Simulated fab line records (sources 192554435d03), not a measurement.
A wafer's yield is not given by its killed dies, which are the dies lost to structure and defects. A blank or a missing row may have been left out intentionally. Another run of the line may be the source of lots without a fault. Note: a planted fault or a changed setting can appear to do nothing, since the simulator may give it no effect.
fab line records    flow n5_finfet
record lots=4  wafers=12  last_day=17
route steps=1938 shown BEOL_M7@1323 BEOL_M8@1332 PASSIVATION@1936
lots with no fault: from the same line, run without faults
start_h: start of the lot's first displayed wafer, in hours after the record's first day    wait_h: hours since the lot's step before    " as in the row above    L1.1+2: a single row standing in for several wafers    - value missing, or start not given    * or withheld: withheld    < > ~ a bound
route shown NAME@n: a module of which the file shows steps, and the number in the route of the first    usual: average and standard deviation across the fault-free wafers    same: alike in all rows    chamber/n: place in a boat    sites: each site's reading    _std_site: the values' standard deviation    _edge_site: inner sites' mean taken away from outer sites' mean    radius_mm: for every site, how far away it sits from the centre of the wafer    mask NAME#n: copy n    behind: the last tool/chamber to shape the wafer    hold: cause of the lot's hold/its duration in hours/its outcome    device: transistor that didn't switch, given as n, p or np    end of line: the tests these same wafers got at the end of their route    where a step has no rows: the recipe by itself    killed: at the first sort, the dies lost to defects and structure; wafer yield is something else    map: a wafer's dies, marking killed ones x, the rest . and places with no die _
set.NAME: the setting that was run; set.NAME@STEP: the one run at that earlier step    model.NAME: the simulator's own value behind a step, which no gauge read
a table for each step, a row for each wafer; lots at some steps of the route
services: a tool's chamber out of use, with start hour (start_h, from the record's first day; less than 0 if before it), hours out, and reason
## steps
# step N5_BEOL_M7_SPUTTER_48
# recipe material=Cu  target_thk_a=100  temp_c=-20  bias_v=60  power_w=26000  chamber_pressure_pa=0.13  time_s=1.667
# step N5_BEOL_M7_ECD_50
# recipe material=Cu  target_thk_a=3000
# step N5_BEOL_M7_ANNEAL_51
# recipe temp_c=225  time_s=90  ambient=N2
# step N5_BEOL_M7_CMP_52
# recipe stop_on=SiCOH_lowk  t_overpolish_s=6.9  down_force_psi=1  platen_rpm=50  clearing_platen_down_force_psi=1.5  clearing_platen_rpm=50  post_cmp_clean=cu_alkaline  target_thk_nm=80  clearing_platen_pad_velocity_m_s=0.99484  pad_velocity_m_s=0.99484
# step N5_BEOL_M7_PRE_CLEAN_55
# recipe gas=NH3  time_s=15  temp_c=withheld  rf_power_w=300
# step N5_BEOL_M7_DEP_56
# recipe material=SiCN  target_thk_a=100  temp_c=withheld  precursor=3MS/NH3  pressure_torr=3  rf_w=202  time_s=17.5
# step N5_BEOL_M8_ILD_DEP_00
# recipe material=SiCOH_lowk  target_thk_a=1797.5  temp_c=300  precursor=DEMS/porogen  pressure_torr=5  rf_w=500  time_s=33.4
# step N5_BEOL_M8_CURE_74
# recipe temp_c=385  time_s=240  ambient=He/Ar  material=SiCOH_lowk
# step N5_BEOL_M8_PECVD_70
# recipe material=SiO2  target_thk_a=200  temp_c=400  precursor=TEOS/O2  pressure_torr=5.5  rf_w=450  teos_flow_sccm=53.8  gas=O2  flow_sccm=3000  time_s=22.7
# usual heater_power_w=697/97  showerhead_plenum_p_Torr=8.76/0.082  susceptor_temp_C=399.98/0.22  throttle_valve_pct=21.8/0.77
lot.wafer  tool      chamber  start_h  wait_h  heater_power_w  showerhead_plenum_p_Torr  since_wet_clean_h  susceptor_temp_C  throttle_valve_pct  model.SiO2_of_BEOL_M8_PECVD_70.thk_nm
L312.1     pecvd-03  0        224.73   0.0     597             8.76                      747                400.06            21.8                19.8
L312.5     "         0        "        "       619             8.72                      -                  400.03            21.9                19.8
L312.6     "         0        "        "       607             8.77                      -                  399.59            21.5                19.8
L318.2     pecvd-03  1        265.83   0.0     745             8.93                      1513               399.72            21.4                20
L318.4     "         1        "        "       764             8.92                      -                  400.30            21.7                20
L318.6     "         0        "        "       584             8.75                      -                  383.65            21.7                22.6
L322.1     pecvd-03  0        276.88   0.0     637             8.77                      800                384.00            21.7                22
L322.2     "         2        "        "       590             8.63                      46                 400.17            20.1                19.8
L322.3     "         1        "        "       827             8.94                      1525               399.75            22.0                19.6
L328.2     pecvd-02  0        335.55   0.0     590             8.80                      561                400.19            22.3                19.8
L328.5     "         2        "        "       601             8.69                      -                  399.98            22.4                20.4
L328.6     "         0        "        "       605             8.79                      -                  400.03            22.5                20
# step N5_BEOL_M8_HM_DEP_02
# recipe material=TiN  target_thk_a=200  temp_c=25  chamber_pressure_pa=0.49996
# step N5_BEOL_M8_COAT_59
# recipe resist=SOC  temp_c=250  time_s=60  spin_rpm=1500  resist_thk_nm=100
# step N5_BEOL_M8_COAT_60
# recipe resist=SiARC  temp_c=220  time_s=60  spin_rpm=1500  resist_thk_nm=35
# step N5_BEOL_M8_COAT_05
# recipe resist=CAR-ArF  spin_rpm=1500  resist_thk_nm=90
# step N5_BEOL_M8_EBR_07
# recipe solvent=PGMEA  ebr_width_mm=1.5
# step N5_BEOL_M8_SOFTBAKE_06
# recipe temp_c=110  time_s=60  resist=CAR-ArF
# step N5_BEOL_M8_EXPOSE_08
# recipe mask_id=M8  na=1.35  source_shape=dipole  sigma_inner=0.817  sigma_outer=0.97  polarization=te  dose_mj=68.25
# step N5_BEOL_M8_PEB_09
# recipe peb_temp_c=withheld  peb_time_s=60  resist=CAR-ArF
# step N5_BEOL_M8_DEVELOP_10
# recipe develop_time_s=30  developer=TMAH  resist=CAR-ArF  rinse_liquid=diw  dry=air_spin  dev_temp_c=23
# step N5_BEOL_M8_DESCUM_16
# recipe chemistry=O2  time_s=7.9  source_power_w=50  bias_power_w=20  pressure_mtorr=20  rf_frequency_hz=2.712e+07  temp_c=40  resist=CAR-ArF  o2_flow_sccm=225
# step N5_BEOL_M8_ETCH_61
# recipe chemistry=CF4  target=SiARC  target_depth_a=455  mask_material=CAR-ArF  time_s=75.8  ion_energy_ev=80  pressure_mtorr=40  source_w=545  bias_w=36  Ar_flow_sccm=100  cf4_flow_sccm=100  ends=cleared
# step N5_BEOL_M8_ETCH_62
# recipe chemistry=N2/H2  target=SOC  target_depth_a=1100  overetch_a=220  mask_material=SiARC  temp_c=40  time_s=165  ion_energy_ev=200  pressure_mtorr=30  source_w=840  bias_w=150  n2_flow_sccm=200  h2_flow_sccm=200
# step N5_BEOL_M8_STRIP_68
# recipe chemistry=N2/H2  temp_c=40  n2_flow_sccm=200  h2_flow_sccm=200  rf_frequency_hz=6e+07
# step N5_BEOL_M8_STRIP_67
# recipe chemistry=CF4  resist=SiARC  power_w=300  bias_power_w=75  pressure_mtorr=50  cf4_flow_sccm=150  rf_frequency_hz=6e+07
# step N5_BEOL_M8_HM_OPEN_17
# recipe chemistry=Cl2/BCl3  target_depth_a=200  overetch_a=60  target=TiN  mask_material=SOC  ion_energy_ev=150  pressure_mtorr=10  icp_w=1000  bias_w=126  Cl2_flow_sccm=53.25  bcl3_flow_sccm=21.75  Ar_flow_sccm=25
# step N5_BEOL_M8_STRIP_19
# recipe chemistry=O2  power_w=400  temp_c=40  pressure_mtorr=30  rf_frequency_hz=6e+07  bias_power_w=0  overash_fraction=0.2  o2_flow_sccm=225
# step N5_BEOL_M8_COAT_63
# recipe resist=SOC  temp_c=250  time_s=60  spin_rpm=1500  resist_thk_nm=60
# step N5_BEOL_M8_COAT_64
# recipe resist=SiARC  temp_c=220  time_s=60  spin_rpm=1500  resist_thk_nm=12
# step N5_BEOL_M8_COAT_71
# recipe resist=underlayer  temp_c=205  time_s=60  spin_rpm=1500  resist_thk_nm=5
# step N5_BEOL_M8_COAT_22
# recipe resist=CAR-EUV  spin_rpm=1500  resist_thk_nm=30
# step N5_BEOL_M8_EBR_24
# recipe solvent=PGMEA  ebr_width_mm=1.5
# step N5_BEOL_M8_SOFTBAKE_23
# recipe temp_c=110  time_s=60  resist=CAR-EUV
# step N5_BEOL_M8_EXPOSE_25
# recipe mask_id=V7  na=0.33  source_shape=annular  sigma_inner=0.4  sigma_outer=0.8  polarization=unpolarized  target_cd_nm=40  dose_mj=42.5
# step N5_BEOL_M8_PEB_26
# recipe peb_temp_c=100  peb_time_s=60  resist=CAR-EUV
# step N5_BEOL_M8_DEVELOP_27
# recipe develop_time_s=30  developer=TMAH  resist=CAR-EUV  rinse_liquid=surfactant_rinse  dry=air_spin  dev_temp_c=23
# step N5_BEOL_M8_HM_STRIP_39
# recipe chemistry=peroxide_tin_strip  material=TiN  target_depth_a=250  temp_c=50  time_s=158
# usual bath_heat_duty_pct=7.4/0.88  temp_c=49.99/0.11
lot.wafer  tool          chamber  start_h  wait_h  bath_heat_duty_pct  temp_c  model.SiO2_of_BEOL_M8_PECVD_70.thk_nm
L312.1     wet_bench-04  6        229.19   0.0     8.3                 49.91   19.6
L312.5     "             0        "        "       6.8                 49.85   19.8
L312.6     "             2        "        "       8.4                 49.90   19.6
L318.2     wet_bench-02  7        270.67   0.0     7.9                 50.01   19.8
L318.4     "             6        "        "       8.8                 50.11   19.8
L318.6     "             1        "        "       7.4                 50.23   22.4
L322.1     wet_bench-04  2        281.80   0.0     7.3                 49.99   22
L322.2     "             4        "        "       7.3                 49.96   19.6
L322.3     "             3        "        "       6.5                 50.09   19.6
L328.2     wet_bench-02  5        338.13   0.0     6.7                 50.15   19.6
L328.5     "             7        "        "       7.3                 50.08   20.2
L328.6     "             6        "        "       8.1                 49.82   20
# step N5_BEOL_M8_CMP_52
# recipe stop_on=SiCOH_lowk  t_overpolish_s=6.9  down_force_psi=1  platen_rpm=50  clearing_platen_down_force_psi=1.5  clearing_platen_rpm=50  post_cmp_clean=cu_alkaline  target_thk_nm=80  clearing_platen_pad_velocity_m_s=0.99484  pad_velocity_m_s=0.99484
# usual barrier_field_endpoint_s=28.8/0.71  motor_current_A=6.1/0.46  slurry_flow_ml_min=150.0/0.48
lot.wafer  tool    chamber  start_h  wait_h  barrier_field_endpoint_s  motor_current_A  slurry_flow_ml_min
L312.1     cmp-04  3        232.10   0.5     28.0                      6.0              149.5
L312.6     "       3        "        "       28.1                      6.1              150.6
L312.5     "       0        "        "       27.9                      6.2              150.4
L318.4     cmp-04  0        272.68   0.1     29.3                      6.0              149.9
L318.2     "       1        "        "       29.6                      6.7              149.9
L318.6     "       0        "        "       32.8                      6.2              149.7
L322.3     cmp-03  1        285.72   0.2     29.0                      7.1              150.0
L322.1     "       2        "        "       31.9                      5.2              149.6
L322.2     "       3        "        "       29.4                      6.8              149.7
L328.2     cmp-02  1        340.31   0.3     28.5                      6.1              149.9
L328.6     "       3        "        "       28.5                      5.2              149.6
L328.5     "       0        "        "       28.7                      6.8              149.4
# step N5_PASSIVATION_PROBE_49
# usual defect_limited_yield=91.1/1.5  killed_at_M0_to_M3=35/9.5  killed_at_M4_up=13/5.2  killed_at_contacts=12/6.1  killed_at_front_end=41/14  killed_at_other=3.8/2.9  killed_dies=105/17  killed_open=70/13  killed_short=33/8.4  sort_bin_5_function=5.1/0.97  sort_bin_6_memory=3.4/0.69  sort_n_pass=1075/17  sort_yield_pct=91.1/1.5
# same gross_dies=1180  killed_at_back_side=0  sort_bin_4_leakage[%]=0  sort_bin_8_speed[%]=0
lot.wafer  tool       chamber  start_h  wait_h  defect_limited_yield[%]  killed_at_M0_to_M3  killed_at_M4_up  killed_at_contacts  killed_at_front_end  killed_at_other  killed_dies  killed_open  killed_short  sort_bin_5_function[%]  sort_bin_6_memory[%]  sort_n_pass  sort_yield_pct[%]
L318.2     prober-01  -        344.62   0.1     89.9                     39                  11               12                  55                   2                119          86           33            6.0                     3.7                   1061         89.9
L318.4     prober-01  -        344.72   0.2     89.9                     42                  20               25                  30                   2                119          85           33            5.2                     4.7                   1061         89.9
L318.6     prober-01  -        344.82   0.3     88.4                     39                  14               16                  68                   0                137          102          33            6.7                     4.4                   1043         88.4
L328.2     prober-01  -        411.98   0.1     88.8                     28                  7                25                  71                   1                132          93           39            7.5                     3.6                   1048         88.8
# killed by level:class
L318.2 BEOL_M2:geometric_particle:open=14 STI_FIN_REVEAL:geometric_particle:open=12 FIN_SAQP:geometric_particle:open=10 MOL_CONTACT_COAG:geometric_particle:open=10 GATE_CUT:geometric_particle:short=9 BEOL_M1:geometric_particle:open=9 FIN_SAQP:geometric_particle:short=7 BEOL_M0:geometric_particle:open=6
L318.4 MOL_CONTACT_COAG:geometric_particle:open=23 BEOL_M1:geometric_particle:open=10 BEOL_M2:geometric_particle:open=10 BEOL_M4:geometric_particle:open=8 BEOL_M3:geometric_particle:open=5 BEOL_M5:geometric_particle:open=5 FIN_SAQP:geometric_particle:open=4 STI_FIN_REVEAL:geometric_particle:open=4
L318.6 STI_FIN_REVEAL:geometric_particle:open=22 FIN_SAQP:geometric_particle:open=21 MOL_CONTACT_COAG:geometric_particle:open=11 BEOL_M2:geometric_particle:open=9 BEOL_M0_SAQP:geometric_particle:short=7 BEOL_M1:geometric_particle:open=7 FIN_SAQP:geometric_particle:short=6 BEOL_M0_SAQP:geometric_particle:open=6
L328.2 STI_FIN_REVEAL:geometric_particle:open=28 MOL_CONTACT_COAG:geometric_particle:open=19 FIN_SAQP:geometric_particle:open=12 STI_FIN_REVEAL:geometric_particle:short=8 BEOL_M0_SAQP:geometric_particle:short=7 MOL_CONTACT_COAG:geometric_particle:short=6 BEOL_M0_SAQP:geometric_particle:open=6 BEOL_M1:geometric_particle:open=6
## services
tool          chamber  start_h  hours  kind
pecvd-03      2        202.38   -      clean
pecvd-03      2        202.38   -      consumable_replace:showerhead
pecvd-03      2        202.38   29.0   scheduled_down
pecvd-03      2        202.38   29.0   vent_cycle
pecvd-03      1        212.15   14.9   repair
cmp-04        -        212.19   2.0    repair
cmp-04        -        217.08   3.9    pm
wet_bench-02  -        218.56   0.6    repair
wet_bench-02  -        219.17   1.9    pm
cmp-04        -        240.82   2.1    repair
cmp-03        -        253.01   1.0    repair
cmp-03        -        263.58   4.0    pm
cmp-03        -        267.58   -      consumable_replace:conditioner
cmp-03        -        267.58   -      consumable_replace:pad
cmp-02        -        327.31   5.2    repair
pecvd-02      1        337.43   2.1    scheduled_down
## key
first_sign step=N5_BEOL_M8_PECVD_70  reading=susceptor_temp_C  direction=down  sigmas=73  usual=*  struck=*
effect step=N5_BEOL_M8_CMP_52  reading=barrier_field_endpoint_s  direction=up  sigmas=5  usual=28.8  struck=32.4
model_effect step=N5_BEOL_M8_PECVD_70  value=SiO2_of_BEOL_M8_PECVD_70.thk_nm  without=20.3  struck=22.3
model_effect step=N5_BEOL_M8_HM_STRIP_39  value=SiO2_of_BEOL_M8_PECVD_70.thk_nm  without=20.1  struck=22.2
met_at N5_BEOL_M8_PECVD_70
struck_wafers L318.6,L322.1
onset_between 224.73 265.83
fault kind=process_parameter_drift  tool=pecvd-03  chamber=0  onset_h=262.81  steps=N5_BEOL_M8_PECVD_70  channel=temp_c  offset=*  shape=step  end_h=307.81  acts_in=*  stated=*
